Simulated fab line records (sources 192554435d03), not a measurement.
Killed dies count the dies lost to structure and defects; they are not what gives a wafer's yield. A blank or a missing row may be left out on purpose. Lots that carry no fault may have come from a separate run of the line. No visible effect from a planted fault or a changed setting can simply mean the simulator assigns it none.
Which tool was responsible? ; flow n5_finfet ; 11 lots, 31 wafers sampled, at 2 steps of a route of 1938

WHAT THE GAUGES SHOWED, per wafer
N5_MIM_BOT_LITHO_OVL_MEAS_11.
lot;measured;on;MIM_BOT_OVL (nm)
L288;day 11 19:41;overlay-01;-13 -1 -3
L289;day 12 19:02;overlay-02;-6 2 -4
L287;day 12 13:52;overlay-01;-3 0 0
L290;day 12 19:23;overlay-02;4 6 6
L291;day 13 01:01;overlay-01;0 3 3
L293;day 13 23:43;overlay-02;3 0 10
L292;day 14 02:12;overlay-02;2
L300;day 15 13:32;overlay-01;-4 -4 -2
L303;day 15 22:56;overlay-02;-4 -7 -7
L305;day 16 22:47;overlay-02;-11 -6 -13
L308;day 18 02:55;overlay-02;-5 0 -6

TOOL THAT RAN EACH LOT (tool first, then ch and the chambers of the sampled wafers, then the start)
lot;N5_BEOL_M11_HM_DEP_02
L288;pvd_sputter-03, day 10 09:53
L289;pvd_sputter-01, day 11 02:49
L287;pvd_sputter-02, day 11 02:52
L290;pvd_sputter-01, day 11 05:59
L291;pvd_sputter-01, day 11 15:11
L293;pvd_sputter-02, day 12 07:13
L292;pvd_sputter-01, day 12 13:09
L300;pvd_sputter-03, day 14 03:16
L303;pvd_sputter-03, day 14 14:40
L305;pvd_sputter-02, day 15 07:50
L308;pvd_sputter-03, day 16 07:57
- N5_BEOL_M11_HM_DEP_02: deposits TiN, target thk 20 nm.

AS READ BY THE TOOLS THEMSELVES (means over the sampled wafers that have a number; for cases with no such wafer, the mark the record gives instead)
N5_BEOL_M11_HM_DEP_02.
lot;tool;throttle_valve_pct (%)
L288;pvd_sputter-03;29.4
L289;pvd_sputter-01;28.6
L287;pvd_sputter-02;29.9
L290;pvd_sputter-01;28.3
L291;pvd_sputter-01;29.6
L293;pvd_sputter-02;30.5
L292;pvd_sputter-01;27.8
L300;pvd_sputter-03;29.6
L303;pvd_sputter-03;29.4
L305;pvd_sputter-02;30.3
L308;pvd_sputter-03;29.4

THE ANSWER, worked out from the rows above alone
Rule: the lots themselves supply what counts as usual. The widest of any qualifying gaps counts: lots, ordered by their means at a reading, are off when they make up no more than a third of the lots, leave a main group of 4 or more, and stand apart from it by 3 or more times the standard deviation of that group's means. If all means in a main group match to the digits the tables above print for the reading, that group is not used. A lot without any number at a reading at which 4 lots or more have one is off too. All remaining lots with rows at the step are treated as sound. The gauges are gone through in route order, then the tools' own readings, and for those a lot's mean is taken as printed above. The first step at which some lot is off is used, and at that step the reading that is off furthest; a lot without a number counts as furthest.
Across all readings shown, no lot is off: no conclusion can be drawn from this.

WHAT THE SIMULATOR HAD INSERTED
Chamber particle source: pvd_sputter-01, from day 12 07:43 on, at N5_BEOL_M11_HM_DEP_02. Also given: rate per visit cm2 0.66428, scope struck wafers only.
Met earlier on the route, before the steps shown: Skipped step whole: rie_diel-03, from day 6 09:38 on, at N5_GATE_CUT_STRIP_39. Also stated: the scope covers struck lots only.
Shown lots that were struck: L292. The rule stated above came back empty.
